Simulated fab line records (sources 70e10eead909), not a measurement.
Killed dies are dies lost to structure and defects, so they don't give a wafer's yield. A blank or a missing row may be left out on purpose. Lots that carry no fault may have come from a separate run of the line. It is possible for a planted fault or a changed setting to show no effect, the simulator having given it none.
fab line records	flow nand-harc
record: lots: 11	wafers: 33	last-day: 33
route steps=1302 shown P_GATE@142 END@1302
lots that met no fault: from a run of the same line without faults
start-h: the number of hours between the record's first day and the start of the first shown wafer of the lot	wait-h: hours from the lot's prior step to this one	" unchanged from the row above	L1.1+2: a single row standing in for several wafers	- no value present, or no start provided	* or withheld: withheld	< > ~ a bound
route shown NAME@n: a module of which the file shows steps, and the number in the route of the first	usual: mean/standard deviation taken from wafers without a fault	same: alike in all rows	chamber/n: place in a boat	sites: each site's reading	_std_site: standard deviation of those values	_edge_site: outer sites' mean less inner sites'	radius-mm: for every site, how far away it sits from the centre of the wafer	mask NAME#n: copy n	behind: the most recent tool/chamber to have shaped the wafer	hold: why the lot was held/for how many hours/how that ended	device: names the non-switching transistor (n, p or np)	end of line: the route-end tests of the same wafers	a step given without rows: its recipe and nothing more	killed: the dies lost at the first sort to structure and to defects; this is not the yield of the wafer	map: a wafer's dies, marking killed ones x, the rest . and places with no die _
set.NAME: the setting that was run; set.NAME@STEP: the one run at that earlier step	model.NAME: the simulator's own value behind a step, which no gauge read
steps of the route over a sample of lots; a table a step, a row a wafer
services: a tool's chamber out of use, with start hour (start-h, from the record's first day; less than 0 if before it), hours out, and reason
== steps ==
step: NHARC_P_GATE_OVL_MEAS_27
usual: overlay-x-nm: 0.3/0.85	overlay-y-nm: -0.1/1
lot.wafer	tool	chamber	start-h	wait-h	overlay-x-nm	overlay-y-nm
L495.1	overlay-01	-	141.94	-	0.1	-1.8
L495.3	"	-	"	"	-0.1	-1.6
L495.6	"	-	"	"	0.1	-2.0
L497.3	overlay-01	-	154.20	-	0.2	-1.0
L497.5	"	-	"	"	-0.1	-0.9
L497.6	"	-	"	"	0.1	-0.7
L506.1	overlay-02	-	242.69	-	1.4	1.3
L506.2	"	-	"	"	0.6	1.8
L506.4	"	-	"	"	0.6	1.1
L505.1	overlay-01	-	242.96	-	1.5	0.7
L505.4	"	-	"	"	1.2	0.2
L505.6	"	-	"	"	1.7	0.6
L508.4	overlay-01	-	266.48	-	-1.1	-1.1
L508.5	"	-	"	"	-2.0	-1.2
L508.6	"	-	"	"	-1.1	-1.1
L509.2	overlay-01	-	278.49	-	1.2	0.3
L509.3	"	-	"	"	1.5	0.2
L509.5	"	-	"	"	1.3	0.5
L510.1	overlay-02	-	283.52	-	-0.4	0.4
L510.4	"	-	"	"	-0.3	0.9
L510.6	"	-	"	"	-0.4	0.4
L511.2	overlay-02	-	300.73	-	0.6	-1.3
L511.3	"	-	"	"	0.0	-0.9
L511.5	"	-	"	"	0.0	-1.1
L512.1	overlay-01	-	300.90	-	0.9	0.8
L512.3	"	-	"	"	0.8	1.3
L512.6	"	-	"	"	0.9	1.3
L513.2	overlay-02	-	316.53	-	0.0	0.2
L513.5	"	-	"	"	0.1	0.5
L513.6	"	-	"	"	0.1	0.4
L514.1	overlay-02	-	324.11	-	1.6	-1.8
L514.2	"	-	"	"	1.2	-1.2
L514.4	"	-	"	"	0.8	-1.4
step: NHARC_P_GATE_ETCH_104
recipe: target-depth-a: 600	time-s: withheld	cf4-flow-sccm: 100	chf3-flow-sccm: 30	ar-flow-sccm: 0	rf-w: 500	bias-w: 200	chemistry: CF4/CHF3
usual: bias-w: 199.9/0.58	drypump-motor-current-A: 5.7/0.47	oes-product-au: 0.949/0.022	rf-vpp-V: 371.1/1.9	showerhead-plenum-p-Torr: 1.59/0.051	throttle-valve-pct: 16.804/0.0096
lot.wafer	tool	chamber	start-h	wait-h	bias-w	drypump-motor-current-A	oes-product-au	rf-vpp-V	showerhead-plenum-p-Torr	throttle-valve-pct
L495.3	rie-diel-09	1	142.13	0.1	200.2	5.3	0.931	369.4	1.55	16.794
L495.1	"	2	"	"	200.2	6.1	0.927	372.4	1.61	16.822
L495.6	"	1	"	"	199.1	5.3	0.923	370.1	1.55	16.794
L497.3	rie-diel-11	0	154.38	0.1	199.6	6.2	0.985	373.3	1.63	16.780
L497.6	"	0	"	"	199.8	6.2	0.980	372.6	1.63	16.806
L497.5	"	1	"	"	200.5	6.0	0.974	374.7	1.65	16.805
L506.4	rie-diel-03	3	242.87	0.1	199.4	5.7	0.918	371.5	1.59	16.789
L506.2	"	0	"	"	200.4	5.8	0.911	371.8	1.53	16.816
L506.1	"	1	"	"	199.3	5.8	0.923	369.0	1.52	16.793
L505.4	rie-diel-11	2	243.15	0.1	199.9	5.6	0.949	373.0	1.60	16.808
L505.1	"	3	"	"	199.6	4.7	0.970	369.8	1.53	16.787
L505.6	"	2	"	"	200.3	5.6	0.951	370.5	1.60	16.794
L508.4	rie-diel-11	2	266.67	0.1	200.4	5.6	0.960	370.8	1.60	16.795
L508.6	"	3	"	"	199.6	4.8	0.968	370.1	1.53	16.811
L508.5	"	0	"	"	200.4	6.2	0.966	372.3	1.63	16.816
L509.2	rie-diel-11	0	278.68	0.1	200.0	6.2	0.979	370.9	1.63	16.800
L509.3	"	1	"	"	199.4	6.0	0.982	372.5	1.65	16.789
L509.5	"	3	"	"	200.4	4.7	0.945	367.8	1.53	16.794
L510.1	rie-diel-11	2	283.71	0.1	199.7	5.6	0.964	371.2	1.60	16.798
L510.4	"	3	"	"	199.9	4.7	0.960	368.7	1.53	16.795
L510.6	"	1	"	"	199.2	6.0	0.977	373.6	1.65	16.823
L511.2	rie-diel-11	0	300.92	0.1	199.5	6.2	0.958	372.3	1.63	16.794
L511.3	"	1	"	"	198.3	6.0	0.977	374.8	1.65	16.817
L511.5	"	3	"	"	199.3	4.7	0.945	369.5	1.53	16.802
L512.1	rie-diel-09	1	301.09	0.1	199.6	5.3	0.923	369.3	1.55	16.816
L512.3	"	2	"	"	200.0	6.1	0.926	372.0	1.61	16.805
L512.6	"	1	"	"	199.5	5.3	0.917	369.0	1.55	16.811
L513.2	rie-diel-03	1	316.71	0.1	200.6	5.7	0.925	369.3	1.52	16.806
L513.5	"	3	"	"	200.6	5.8	0.924	371.7	1.58	16.800
L513.6	"	0	"	"	198.9	5.8	0.913	369.7	1.53	16.805
L514.2	rie-diel-11	1	324.30	0.1	199.9	5.9	0.979	372.5	1.65	16.792
L514.1	"	2	"	"	200.8	5.6	0.946	371.1	1.60	16.808
L514.4	"	0	"	"	199.9	6.2	0.968	372.4	1.63	16.811
step: NHARC_P_GATE_ETCH_114
recipe: target-depth-a: 300	overetch-a: 30	time-s: 16.5	ion-energy-ev: 100	cf4-flow-sccm: 80	o2-flow-sccm: 20	ar-flow-sccm: 0	rf-w: 300	bias-w: 100	chemistry: CF4/O2
usual: bias-w: 100.00/0.29	drypump-motor-current-A: 5.7/0.48	oes-product-au: 0.997/0.0081	rf-vpp-V: 198.1/1.2	showerhead-plenum-p-Torr: 1.35/0.045	throttle-valve-pct: 13.396/0.0094
lot.wafer	tool	chamber	start-h	wait-h	bias-w	drypump-motor-current-A	oes-product-au	rf-hours-counter-h	rf-vpp-V	showerhead-plenum-p-Torr	throttle-valve-pct
L495.3	rie-diel-09	0	-	-	99.86	5.9	1.001	10	198.1	1.41	13.397
L495.1	"	3	"	"	100.17	5.8	1.001	10	198.7	1.32	13.390
L495.6	"	1	"	"	99.96	5.3	0.999	-	196.7	1.31	13.391
L497.3	rie-diel-11	2	-	-	100.33	5.6	0.992	3	198.8	1.36	13.393
L497.6	"	0	"	"	99.61	6.2	1.009	-	200.1	1.39	13.397
L497.5	"	1	"	"	100.17	6.0	1.003	-	200.3	1.41	13.414
L506.1	rie-diel-03	3	-	-	100.07	5.7	1.002	8	197.7	1.34	13.395
L506.4	"	0	"	"	99.90	5.8	0.998	7	197.0	1.29	13.387
L506.2	"	1	"	"	99.90	5.7	0.989	8	196.8	1.29	13.417
L505.4	rie-diel-11	0	-	-	99.80	6.2	0.999	9	198.6	1.39	13.405
L505.1	"	1	"	"	99.87	6.0	0.992	9	197.9	1.40	13.401
L505.6	"	2	"	"	99.99	5.6	0.993	-	198.5	1.36	13.391
L508.4	rie-diel-11	2	-	-	99.56	5.6	1.000	0	198.6	1.36	13.402
L508.6	"	3	"	"	100.23	4.7	0.991	-	197.6	1.30	13.397
L508.5	"	0	"	"	100.40	6.2	0.992	-	200.7	1.38	13.391
L509.2	rie-diel-11	0	-	-	100.09	6.2	0.991	0	197.8	1.39	13.397
L509.3	"	1	"	"	99.96	6.0	1.006	0	199.7	1.40	13.399
L509.5	"	0	"	"	100.10	6.2	0.985	-	199.4	1.38	13.395
L510.4	rie-diel-11	2	-	-	100.36	5.6	0.994	0	198.6	1.36	13.396
L510.1	"	3	"	"	99.92	4.7	0.991	0	195.7	1.30	13.387
L510.6	"	1	"	"	99.39	6.0	1.008	-	199.1	1.40	13.406
L511.3	rie-diel-11	0	-	-	99.79	6.2	0.999	2	196.8	1.38	13.398
L511.2	"	1	"	"	100.07	6.0	1.005	2	198.8	1.40	13.399
L511.5	"	3	"	"	99.95	4.7	0.982	-	197.2	1.30	13.397
L512.1	rie-diel-09	3	-	-	99.83	5.8	1.004	10	198.3	1.32	13.390
L512.3	"	1	"	"	99.67	5.3	0.995	10	196.5	1.31	13.374
L512.6	"	0	"	"	100.17	5.9	0.996	-	199.5	1.41	13.392
L513.2	rie-diel-03	0	-	-	99.81	5.8	0.995	1	196.2	1.29	13.382
L513.6	"	2	"	"	99.91	6.2	1.007	-	198.2	1.27	13.394
L513.5	"	3	"	"	100.25	5.7	1.006	-	197.9	1.34	13.406
L514.1	rie-diel-11	1	-	-	100.07	6.0	1.006	3	199.7	1.40	13.399
L514.4	"	2	"	"	100.22	5.6	0.989	3	197.3	1.36	13.402
L514.2	"	0	"	"	99.48	6.2	1.002	3	197.9	1.38	13.394
step: NHARC_P_GATE_EXPOSE_43
recipe: na: 0.6	target-cd-nm: 720	dose-mj: 14.81	mask-id: P_NSD
usual: reticle-temp-C: 23.01/0.11
lot.wafer	tool	chamber	start-h	wait-h	mask	reticle-temp-C
L495.1	krf-scanner-04	0	153.61	-	P_NSD#0	22.93
L495.3	"	0	"	"	P_NSD#0	22.98
L495.6	"	0	"	"	P_NSD#0	22.89
L497.3	krf-scanner-03	0	165.93	-	P_NSD_R1#0	22.99
L497.5	"	0	"	"	P_NSD_R1#0	23.12
L497.6	"	0	"	"	P_NSD_R1#0	23.05
L506.1	krf-scanner-01	0	254.39	-	P_NSD#0	23.13
L506.2	"	0	"	"	P_NSD#0	23.07
L506.4	"	0	"	"	P_NSD#0	23.00
L505.1	krf-scanner-03	0	256.93	-	P_NSD#0	22.98
L505.4	"	0	"	"	P_NSD#0	23.30
L505.6	"	0	"	"	P_NSD#0	23.05
L508.4	krf-scanner-01	0	278.20	-	P_NSD#0	23.05
L508.5	"	0	"	"	P_NSD#0	23.01
L508.6	"	0	"	"	P_NSD#0	22.93
L509.2	krf-scanner-03	0	290.29	-	P_NSD#0	22.99
L509.3	"	0	"	"	P_NSD#0	23.05
L509.5	"	0	"	"	P_NSD#0	22.97
L510.1	krf-scanner-01	0	295.10	-	P_NSD#0	23.07
L510.4	"	0	"	"	P_NSD#0	23.02
L510.6	"	0	"	"	P_NSD#0	23.03
L511.2	krf-scanner-04	0	312.52	-	P_NSD#0	23.18
L511.3	"	0	"	"	P_NSD#0	23.11
L511.5	"	0	"	"	P_NSD#0	23.08
L512.1	krf-scanner-03	0	312.68	-	P_NSD#0	22.99
L512.3	"	0	"	"	P_NSD#0	23.04
L512.6	"	0	"	"	P_NSD#0	22.93
L513.2	krf-scanner-01	0	328.34	-	P_NSD#0	23.22
L513.5	"	0	"	"	P_NSD#0	23.15
L513.6	"	0	"	"	P_NSD#0	23.10
L514.1	krf-scanner-04	0	335.87	-	P_NSD#0	22.88
L514.2	"	0	"	"	P_NSD#0	23.02
L514.4	"	0	"	"	P_NSD#0	23.04
step: NHARC_P_GATE_CD_MEAS_46
recipe: target-cd-nm: 720	landing-energy-ev: 500
usual: cd-nm: 719.9/1.6
lot.wafer	tool	chamber	start-h	wait-h	hold	cd-nm
L495.1	cd-sem-03	0	153.77	-	-	720.8
L495.3	"	0	"	"	-	718.8
L495.6	"	0	"	"	-	720.3
L497.3	cd-sem-03	0	166.09	-	await-dispo/0.2h/release	702.9
L497.5	"	0	"	"	await-dispo/0.2h/release	701.5
L497.6	"	0	"	"	await-dispo/0.2h/release	701.5
L497.3	cd-sem-03	0	-	-	-	702.9
L497.5	"	0	"	"	-	701.4
L497.6	"	0	"	"	-	701.7
L506.1	cd-sem-03	0	254.55	-	-	718.9
L506.2	"	0	"	"	-	717.6
L506.4	"	0	"	"	-	721.2
L505.1	cd-sem-02	0	257.08	-	-	719.0
L505.4	"	0	"	"	-	718.9
L505.6	"	0	"	"	-	722.1
L508.4	cd-sem-03	0	278.35	-	-	715.7
L508.5	"	0	"	"	-	720.0
L508.6	"	0	"	"	-	718.4
L509.2	cd-sem-02	0	290.44	-	-	718.8
L509.3	"	0	"	"	-	716.9
L509.5	"	0	"	"	-	720.2
L510.1	cd-sem-01	0	295.26	-	-	718.7
L510.4	"	0	"	"	-	718.7
L510.6	"	0	"	"	-	718.2
L511.2	cd-sem-01	0	312.68	-	-	719.4
L511.3	"	0	"	"	-	722.2
L511.5	"	0	"	"	-	719.1
L512.1	cd-sem-03	0	312.83	-	-	719.3
L512.3	"	0	"	"	-	719.4
L512.6	"	0	"	"	-	718.5
L513.2	cd-sem-01	0	328.49	-	-	717.3
L513.5	"	0	"	"	-	720.1
L513.6	"	0	"	"	-	716.1
L514.1	cd-sem-03	0	336.02	-	-	720.5
L514.2	"	0	"	"	-	716.3
L514.4	"	0	"	"	-	720.9
step: NHARC_END_SORT_01
recipe: temp-c: 25
usual: defect-limited-yield: 91/3.2	killed-at-array: 53/21	killed-at-other: 0.8/1.1	killed-at-periphery: 4.2/2.7	killed-dies: 58/22	killed-open: 3.4/1.9	killed-short: 2.5/1.6	sort_bin_2_pct: 3.1/1.4	sort_bin_3_pct: 0.6/0.43	sort_bin_4_pct: 4.9/1.7	sort-n-pass: 619/22	sort-rim-yield-pct: 96.9/1.8	sort-yield-pct: 91/3.2
same: gross-dies: 677	sort_bin_5_pct[%]: 0	sort_bin_6_pct[%]: 0	sort_bin_7_pct[%]: 0	sort_bin_8_pct[%]: 0	sort-rim-n-gross: 106.00
lot.wafer	tool	chamber	start-h	wait-h	defect-limited-yield[%]	killed-at-array	killed-at-other	killed-at-periphery	killed-dies	killed-open	killed-short	sort_bin_2_pct[%]	sort_bin_3_pct[%]	sort_bin_4_pct[%]	sort-n-pass	sort-rim-yield-pct[%]	sort-yield-pct[%]
L495.1	prober-01	0	598.68	2.5	92	40	6	7	53	4	5	2.4	0.3	5.2	624	97.2	92
L495.3	prober-01	0	600.30	3.1	92	48	3	1	52	2	2	3.7	0.1	3.8	625	97.2	92
L495.6	prober-01	0	602.74	4.1	92	44	4	4	52	6	0	2.2	0.1	5.3	625	96.2	92
L510.1	prober-01	0	751.08	2.4	85	92	0	12	104	0	1	6.4	0.9	8.1	573	95.3	85
L510.4	prober-01	0	753.50	3.4	85	94	1	9	104	1	5	5.2	1.5	8.7	573	98.1	85
L510.6	prober-01	0	755.12	4.0	84	98	1	7	106	2	4	5.3	1.6	8.7	571	96.2	84
L509.2	prober-01	0	759.66	2.8	96	26	0	3	29	2	0	0.7	0	3.5	648	99.1	96
L509.3	prober-01	0	760.44	3.0	94	30	0	8	38	3	0	1.2	0.4	4.0	639	98.1	94
L509.5	prober-01	0	762.01	3.6	95	29	0	5	34	2	3	1.2	0.4	3.4	643	100.0	95
L508.4	prober-02	0	767.38	3.4	91	55	0	5	60	2	2	3.5	0.9	4.4	617	95.3	91
L508.5	prober-02	0	768.17	3.7	90	65	0	6	71	3	3	3.2	0.4	6.8	606	95.3	90
L508.6	prober-02	0	768.96	4.0	89	69	0	4	73	2	2	3.7	0.9	6.2	604	94.3	89
L512.1	prober-02	0	773.83	2.5	89	71	0	1	72	0	2	4.4	0.6	5.6	605	99.1	89
L512.3	prober-02	0	775.43	3.1	89	68	0	4	72	5	1	4.3	0.9	5.5	605	99.1	89
L512.6	prober-02	0	777.83	4.0	88	77	0	2	79	6	3	4.3	0.9	6.5	598	96.2	88
L513.2	prober-01	0	789.82	2.8	92	50	2	5	57	4	3	3.2	0.4	4.7	620	96.2	92
L513.5	prober-01	0	792.25	3.7	93	45	2	3	50	5	3	2.4	0.3	4.7	627	96.2	93
L513.6	prober-01	0	793.06	4.0	91	54	5	3	62	6	0	2.8	0.4	5.9	615	95.3	91
killed by level:class
L495.1 A_SLIT:chamber-film-flake=16 A_CHANNEL_HOLE_D2:chamber-film-flake=10 THIN_TSV:chamber-film-flake=5 A_CONTACT:chamber-film-flake=4 P_GATE:chamber-film-flake=3 P_STI:chamber-film-flake=2 A_DECK1_JOINT:chamber-film-flake=2 P_GATE:geometric-particle:open=1
L495.3 A_SLIT:chamber-film-flake=17 A_CHANNEL_HOLE_D2:chamber-film-flake=15 A_CHANNEL_FILL_D2:chamber-film-flake=5 A_CONTACT:chamber-film-flake=4 THIN_TSV:chamber-film-flake=3 A_CHANNEL_HOLE_D1:chamber-film-flake=2 P_M0:geometric-particle:open=1 A_ONON_D2:geometric-particle:short=1
L495.6 A_SLIT:chamber-film-flake=21 A_CHANNEL_HOLE_D2:chamber-film-flake=9 A_CONTACT:chamber-film-flake=4 THIN_TSV:chamber-film-flake=4 A_CHANNEL_FILL_D2:chamber-film-flake=3 A_M0:geometric-particle:open=2 P_GATE:chamber-film-flake=2 A_DECK1_JOINT:chamber-film-flake=2
L510.1 A_SLIT:chamber-film-flake=36 A_CHANNEL_HOLE_D1:chamber-film-flake=31 A_CHANNEL_HOLE_D2:chamber-film-flake=17 P_CONTACT:chamber-film-flake=6 P_ZERO_WELL:chamber-film-flake=5 A_CONTACT:chamber-film-flake=4 A_STAIRCASE:chamber-film-flake=2 A_CHANNEL_FILL_D2:geometric-particle:short=1
L510.4 A_CHANNEL_HOLE_D1:chamber-film-flake=27 A_SLIT:chamber-film-flake=26 A_CHANNEL_HOLE_D2:chamber-film-flake=26 A_CONTACT:chamber-film-flake=6 P_CONTACT:chamber-film-flake=5 A_STAIRCASE:chamber-film-flake=3 A_ONON_D1:geometric-particle:short=2 A_SGD_CUT:geometric-particle:short=2
L510.6 A_CHANNEL_HOLE_D1:chamber-film-flake=35 A_SLIT:chamber-film-flake=26 A_CHANNEL_HOLE_D2:chamber-film-flake=21 A_CONTACT:chamber-film-flake=8 P_GATE:chamber-film-flake=4 P_CONTACT:chamber-film-flake=2 A_SOURCE_PLATE:geometric-particle:open=1 A_ONON_D1:geometric-particle:short=1
L509.2 A_CHANNEL_HOLE_D1:chamber-film-flake=16 A_ZERO_WELL:chamber-film-flake=3 A_STAIRCASE:chamber-film-flake=2 P_M0:geometric-particle:open=1 A_SGD_CUT:geometric-particle:open=1 P_STI:chamber-film-flake=1 P_BONDPAD:chamber-film-flake=1 A_SGD_CUT:chamber-film-flake=1
L509.3 A_CHANNEL_HOLE_D1:chamber-film-flake=11 A_ZERO_WELL:chamber-film-flake=6 A_CONTACT:chamber-film-flake=5 A_STAIRCASE:chamber-film-flake=4 P_GATE:chamber-film-flake=3 A_SLIT:chamber-film-flake=3 P_CONTACT:geometric-particle:open=2 P_BONDPAD:chamber-film-flake=2
L509.5 A_CHANNEL_HOLE_D1:chamber-film-flake=14 A_SLIT:chamber-film-flake=6 P_M0:geometric-particle:short=2 A_ZERO_WELL:chamber-film-flake=2 P_CONTACT:geometric-particle:open=1 A_SOURCE_PLATE:geometric-particle:open=1 A_ONON_D1:geometric-particle:short=1 P_ZERO_WELL:chamber-film-flake=1
L508.4 A_SLIT:chamber-film-flake=25 A_CHANNEL_HOLE_D2:chamber-film-flake=13 A_CHANNEL_HOLE_D1:chamber-film-flake=5 A_CONTACT:chamber-film-flake=4 P_GATE:chamber-film-flake=3 A_CHANNEL_FILL_D2:chamber-film-flake=2 A_STAIRCASE:chamber-film-flake=2 P_CONTACT:geometric-particle:open=1
L508.5 A_SLIT:chamber-film-flake=30 A_CHANNEL_HOLE_D2:chamber-film-flake=14 A_CHANNEL_HOLE_D1:chamber-film-flake=10 P_GATE:chamber-film-flake=3 A_BLC:chamber-film-flake=3 A_STAIRCASE:chamber-film-flake=2 P_STI:geometric-particle:short=1 P_M0:geometric-particle:open=1
L508.6 A_SLIT:chamber-film-flake=33 A_CHANNEL_HOLE_D2:chamber-film-flake=12 A_CHANNEL_HOLE_D1:chamber-film-flake=11 A_STAIRCASE:chamber-film-flake=3 A_CONTACT:chamber-film-flake=3 A_SGD_CUT:geometric-particle:short=2 P_GATE:chamber-film-flake=2 A_ONON_D1:geometric-particle:open=1
L512.1 A_SLIT:chamber-film-flake=35 A_CHANNEL_HOLE_D2:chamber-film-flake=20 A_CONTACT:chamber-film-flake=7 A_STAIRCASE:chamber-film-flake=6 A_ONON_D2:geometric-particle:short=1 A_CHANNEL_FILL_D2:geometric-particle:short=1 P_ZERO_WELL:chamber-film-flake=1 A_WL_FILL:chamber-film-flake=1
L512.3 A_SLIT:chamber-film-flake=30 A_CHANNEL_HOLE_D2:chamber-film-flake=21 A_CONTACT:chamber-film-flake=6 A_STAIRCASE:chamber-film-flake=4 A_CONTACT:geometric-particle:open=3 P_CONTACT:chamber-film-flake=2 P_M2:geometric-particle:open=1 A_ONON_D1:geometric-particle:open=1
L512.6 A_SLIT:chamber-film-flake=33 A_CHANNEL_HOLE_D2:chamber-film-flake=25 A_STAIRCASE:chamber-film-flake=8 A_CONTACT:chamber-film-flake=4 A_WL_FILL:geometric-particle:short=2 P_M2:geometric-particle:open=1 P_M2:geometric-particle:short=1 A_CHANNEL_HOLE_D1:geometric-particle:open=1
L513.2 A_SLIT:chamber-film-flake=27 A_CONTACT:chamber-film-flake=14 A_CHANNEL_HOLE_D2:chamber-film-flake=2 THIN_TSV:chamber-film-flake=2 P_GATE:geometric-particle:short=1 P_CONTACT:geometric-particle:open=1 A_CHANNEL_FILL_D1:geometric-particle:short=1 A_ONON_D2:geometric-particle:open=1
L513.5 A_SLIT:chamber-film-flake=30 A_CONTACT:chamber-film-flake=6 THIN_TSV:chamber-film-flake=2 P_CONTACT:geometric-particle:open=1 P_M0:geometric-particle:open=1 A_CHANNEL_FILL_D1:geometric-particle:open=1 A_DECK1_JOINT:geometric-particle:open=1 A_CHANNEL_FILL_D2:geometric-particle:short=1
L513.6 A_SLIT:chamber-film-flake=39 A_CONTACT:chamber-film-flake=9 THIN_TSV:chamber-film-flake=5 A_STAIRCASE:chamber-film-flake=2 P_GATE:geometric-particle:open=1 P_CONTACT:geometric-particle:open=1 P_M0:geometric-particle:open=1 A_ONON_D1:geometric-particle:open=1
== services ==
tool	chamber	start-h	hours	kind
rie-diel-09	0	119.60	4.2	repair
rie-diel-11	0	136.75	-	clean
rie-diel-11	1	136.75	-	clean
rie-diel-11	2	136.75	-	clean
rie-diel-11	3	136.75	-	clean
krf-scanner-01	-	140.00	4.0	pm
rie-diel-09	-	143.10	9.0	pm
krf-scanner-04	-	182.00	4.0	pm
rie-diel-11	2	191.29	28.6	repair
krf-scanner-03	-	194.53	0.7	repair
krf-scanner-03	-	224.00	4.0	pm
rie-diel-11	2	228.53	4.4	repair
rie-diel-03	0	229.96	5.7	repair
krf-scanner-01	-	238.55	0.6	repair
rie-diel-11	-	255.75	9.0	pm
krf-scanner-01	-	260.55	0.2	repair
rie-diel-09	3	271.37	3.9	repair
rie-diel-03	-	281.30	9.0	pm
krf-scanner-04	-	284.98	1.6	repair
krf-scanner-01	-	309.67	6.0	repair
rie-diel-11	3	311.28	1.7	repair
rie-diel-09	-	320.10	9.0	pm
krf-scanner-04	-	322.75	0.2	repair
rie-diel-03	2	333.34	7.8	repair
== key ==
first-sign: step: NHARC_P_GATE_EXPOSE_43	reading: mask	direction: changed
effect: step: NHARC_P_GATE_CD_MEAS_46	reading: visit	direction: added
effect: step: NHARC_P_GATE_CD_MEAS_46	reading: cd-nm	direction: down	sigmas: 11	usual: 719.9	struck: 702.0
met-at NHARC_P_GATE_EXPOSE_43
struck-lots L497
rows-end L497.3,L497.5,L497.6
not-acting-at NHARC_P_GATE_OVL_MEAS_27,NHARC_P_GATE_ETCH_104,NHARC_P_GATE_ETCH_114
fault: kind: wrong-mask	tool: any	chamber: -	onset-h: 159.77	steps: NHARC_P_GATE_EXPOSE_43	aux-copy: P_NSD_R1#0	cd-offset-nm: -18.912	scope: struck-lots-only
rows-end: these wafers met a further fault down the route, and their rows from its step on are left out
